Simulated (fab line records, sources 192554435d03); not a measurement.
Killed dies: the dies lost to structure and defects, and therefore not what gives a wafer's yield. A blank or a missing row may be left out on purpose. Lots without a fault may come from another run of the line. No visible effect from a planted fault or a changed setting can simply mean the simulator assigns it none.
Matching of chambers / flow n5Finfet / rieDiel-02 running N5_GATE_CUT_ETCH_37: 4 sister chambers
The step etches SOC in N2/H2, target depth 60 nm, overetch 12 nm, time 90 s. 39 wafers are shown with their chamber, then 12 later ones without.

== WAFERS PAIRED WITH THEIR CHAMBERS ==
wafer=L074.1; chamber=3; drypumpMotorCurrentA (A)=5.8; throttleValvePct (%)=17.65; showerheadPlenumPTorr (Torr)=2.64
wafer=L074.2; chamber=2; drypumpMotorCurrentA (A)=5.2; throttleValvePct (%)=17.96; showerheadPlenumPTorr (Torr)=2.55
wafer=L074.3; chamber=1; drypumpMotorCurrentA (A)=5.4; throttleValvePct (%)=17.49; showerheadPlenumPTorr (Torr)=2.60
wafer=L079.1; chamber=2; drypumpMotorCurrentA (A)=5.2; throttleValvePct (%)=17.97; showerheadPlenumPTorr (Torr)=2.55
wafer=L079.2; chamber=0; drypumpMotorCurrentA (A)=5.9; throttleValvePct (%)=17.14; showerheadPlenumPTorr (Torr)=2.70
wafer=L079.3; chamber=3; drypumpMotorCurrentA (A)=5.8; throttleValvePct (%)=17.66; showerheadPlenumPTorr (Torr)=2.64
wafer=L079.4; chamber=1; drypumpMotorCurrentA (A)=5.4; throttleValvePct (%)=17.52; showerheadPlenumPTorr (Torr)=2.60
wafer=L079.5; chamber=3; drypumpMotorCurrentA (A)=5.8; throttleValvePct (%)=17.69; showerheadPlenumPTorr (Torr)=2.64
wafer=L079.6; chamber=0; drypumpMotorCurrentA (A)=5.9; throttleValvePct (%)=17.14; showerheadPlenumPTorr (Torr)=2.70
wafer=L080.2; chamber=0; drypumpMotorCurrentA (A)=5.9; throttleValvePct (%)=17.13; showerheadPlenumPTorr (Torr)=2.70
wafer=L080.5; chamber=1; drypumpMotorCurrentA (A)=5.4; throttleValvePct (%)=17.53; showerheadPlenumPTorr (Torr)=2.60
wafer=L080.6; chamber=0; drypumpMotorCurrentA (A)=5.9; throttleValvePct (%)=17.15; showerheadPlenumPTorr (Torr)=2.70
wafer=L086.1; chamber=0; drypumpMotorCurrentA (A)=5.9; throttleValvePct (%)=17.15; showerheadPlenumPTorr (Torr)=2.70
wafer=L086.2; chamber=1; drypumpMotorCurrentA (A)=5.4; throttleValvePct (%)=17.55; showerheadPlenumPTorr (Torr)=2.59
wafer=L086.3; chamber=2; drypumpMotorCurrentA (A)=5.2; throttleValvePct (%)=18.00; showerheadPlenumPTorr (Torr)=2.54
wafer=L086.4; chamber=3; drypumpMotorCurrentA (A)=5.8; throttleValvePct (%)=17.69; showerheadPlenumPTorr (Torr)=2.63
wafer=L086.5; chamber=2; drypumpMotorCurrentA (A)=5.2; throttleValvePct (%)=18.00; showerheadPlenumPTorr (Torr)=2.54
wafer=L086.6; chamber=1; drypumpMotorCurrentA (A)=5.4; throttleValvePct (%)=17.55; showerheadPlenumPTorr (Torr)=2.59
wafer=L085.3; chamber=2; drypumpMotorCurrentA (A)=5.2; throttleValvePct (%)=18.00; showerheadPlenumPTorr (Torr)=2.54
wafer=L085.4; chamber=0; drypumpMotorCurrentA (A)=5.9; throttleValvePct (%)=17.16; showerheadPlenumPTorr (Torr)=2.70
wafer=L085.5; chamber=2; drypumpMotorCurrentA (A)=5.1; throttleValvePct (%)=18.00; showerheadPlenumPTorr (Torr)=2.54
wafer=L087.3; chamber=0; drypumpMotorCurrentA (A)=5.9; throttleValvePct (%)=17.15; showerheadPlenumPTorr (Torr)=2.70
wafer=L087.5; chamber=3; drypumpMotorCurrentA (A)=5.8; throttleValvePct (%)=17.68; showerheadPlenumPTorr (Torr)=2.63
wafer=L087.6; chamber=2; drypumpMotorCurrentA (A)=5.2; throttleValvePct (%)=18.00; showerheadPlenumPTorr (Torr)=2.54
wafer=L088.1; chamber=0; drypumpMotorCurrentA (A)=5.9; throttleValvePct (%)=17.17; showerheadPlenumPTorr (Torr)=2.70
wafer=L088.3; chamber=1; drypumpMotorCurrentA (A)=5.4; throttleValvePct (%)=17.55; showerheadPlenumPTorr (Torr)=2.59
wafer=L088.4; chamber=3; drypumpMotorCurrentA (A)=5.8; throttleValvePct (%)=17.71; showerheadPlenumPTorr (Torr)=2.63
wafer=L089.1; chamber=0; drypumpMotorCurrentA (A)=5.9; throttleValvePct (%)=17.18; showerheadPlenumPTorr (Torr)=2.69
wafer=L089.3; chamber=1; drypumpMotorCurrentA (A)=5.4; throttleValvePct (%)=17.55; showerheadPlenumPTorr (Torr)=2.59
wafer=L089.6; chamber=3; drypumpMotorCurrentA (A)=5.7; throttleValvePct (%)=17.72; showerheadPlenumPTorr (Torr)=2.63
wafer=L092.1; chamber=2; drypumpMotorCurrentA (A)=5.2; throttleValvePct (%)=18.01; showerheadPlenumPTorr (Torr)=2.54
wafer=L092.2; chamber=1; drypumpMotorCurrentA (A)=5.4; throttleValvePct (%)=17.58; showerheadPlenumPTorr (Torr)=2.59
wafer=L092.3; chamber=0; drypumpMotorCurrentA (A)=5.9; throttleValvePct (%)=17.16; showerheadPlenumPTorr (Torr)=2.69
wafer=L094.1; chamber=0; drypumpMotorCurrentA (A)=5.9; throttleValvePct (%)=17.17; showerheadPlenumPTorr (Torr)=2.69
wafer=L094.2; chamber=2; drypumpMotorCurrentA (A)=5.2; throttleValvePct (%)=18.02; showerheadPlenumPTorr (Torr)=2.54
wafer=L094.3; chamber=3; drypumpMotorCurrentA (A)=5.8; throttleValvePct (%)=17.72; showerheadPlenumPTorr (Torr)=2.63
wafer=L094.4; chamber=1; drypumpMotorCurrentA (A)=5.4; throttleValvePct (%)=17.55; showerheadPlenumPTorr (Torr)=2.58
wafer=L094.5; chamber=2; drypumpMotorCurrentA (A)=5.1; throttleValvePct (%)=18.02; showerheadPlenumPTorr (Torr)=2.54
wafer=L094.6; chamber=3; drypumpMotorCurrentA (A)=5.8; throttleValvePct (%)=17.71; showerheadPlenumPTorr (Torr)=2.63

SIGNATURES (means of the wafers above)
reading=drypumpMotorCurrentA; chamber 0=5.900; chamber 1=5.400; chamber 2=5.180; chamber 3=5.789; scatter within a chamber=0.0267
reading=throttleValvePct; chamber 0=17.1545; chamber 1=17.5411; chamber 2=17.9980; chamber 3=17.6922; scatter within a chamber=0.0213
reading=showerheadPlenumPTorr; chamber 0=2.6973; chamber 1=2.5922; chamber 2=2.5420; chamber 3=2.6333; scatter within a chamber=0.00517
Rule: a wafer lies at a distance from a chamber equal to the root of the sum of squares, over the readings, of (its reading less the chamber's mean, divided by the reading's scatter). The wafer belongs to the nearest chamber; if the next one is less than 2 further off, it can't be placed. How the scatter is found: for the shown wafers, subtract from each reading the mean of its chamber, square and add these, divide the total by (wafers less chambers), then take the root.

== WAFERS WHOSE CHAMBER IS MISSING ==
wafer=L095.1; drypumpMotorCurrentA (A)=5.4; throttleValvePct (%)=17.56; showerheadPlenumPTorr (Torr)=2.58
wafer=L095.2; drypumpMotorCurrentA (A)=5.2; throttleValvePct (%)=18.04; showerheadPlenumPTorr (Torr)=2.54
wafer=L095.3; drypumpMotorCurrentA (A)=5.8; throttleValvePct (%)=17.74; showerheadPlenumPTorr (Torr)=2.63
wafer=L095.4; drypumpMotorCurrentA (A)=5.9; throttleValvePct (%)=17.20; showerheadPlenumPTorr (Torr)=2.69
wafer=L095.5; drypumpMotorCurrentA (A)=5.8; throttleValvePct (%)=17.73; showerheadPlenumPTorr (Torr)=2.63
wafer=L095.6; drypumpMotorCurrentA (A)=5.9; throttleValvePct (%)=17.17; showerheadPlenumPTorr (Torr)=2.69
wafer=L096.2; drypumpMotorCurrentA (A)=5.9; throttleValvePct (%)=17.19; showerheadPlenumPTorr (Torr)=2.69
wafer=L096.4; drypumpMotorCurrentA (A)=5.4; throttleValvePct (%)=17.58; showerheadPlenumPTorr (Torr)=2.58
wafer=L096.6; drypumpMotorCurrentA (A)=5.4; throttleValvePct (%)=17.59; showerheadPlenumPTorr (Torr)=2.58
wafer=L097.3; drypumpMotorCurrentA (A)=5.4; throttleValvePct (%)=17.56; showerheadPlenumPTorr (Torr)=2.58
wafer=L097.4; drypumpMotorCurrentA (A)=5.9; throttleValvePct (%)=17.19; showerheadPlenumPTorr (Torr)=2.69
wafer=L097.5; drypumpMotorCurrentA (A)=5.4; throttleValvePct (%)=17.57; showerheadPlenumPTorr (Torr)=2.58

== THE CHAMBER EACH PASSED THROUGH ==
wafer=L095.1; from the rows above=1; in truth=1
wafer=L095.2; from the rows above=2; in truth=2
wafer=L095.3; from the rows above=3; in truth=3
wafer=L095.4; from the rows above=0; in truth=0
wafer=L095.5; from the rows above=3; in truth=3
wafer=L095.6; from the rows above=0; in truth=0
wafer=L096.2; from the rows above=0; in truth=0
wafer=L096.4; from the rows above=1; in truth=1
wafer=L096.6; from the rows above=1; in truth=1
wafer=L097.3; from the rows above=1; in truth=1
wafer=L097.4; from the rows above=0; in truth=0
wafer=L097.5; from the rows above=1; in truth=1
Correct placement for 12 of the 12. Can't be placed from these rows: 0. 0 placed wrongly.
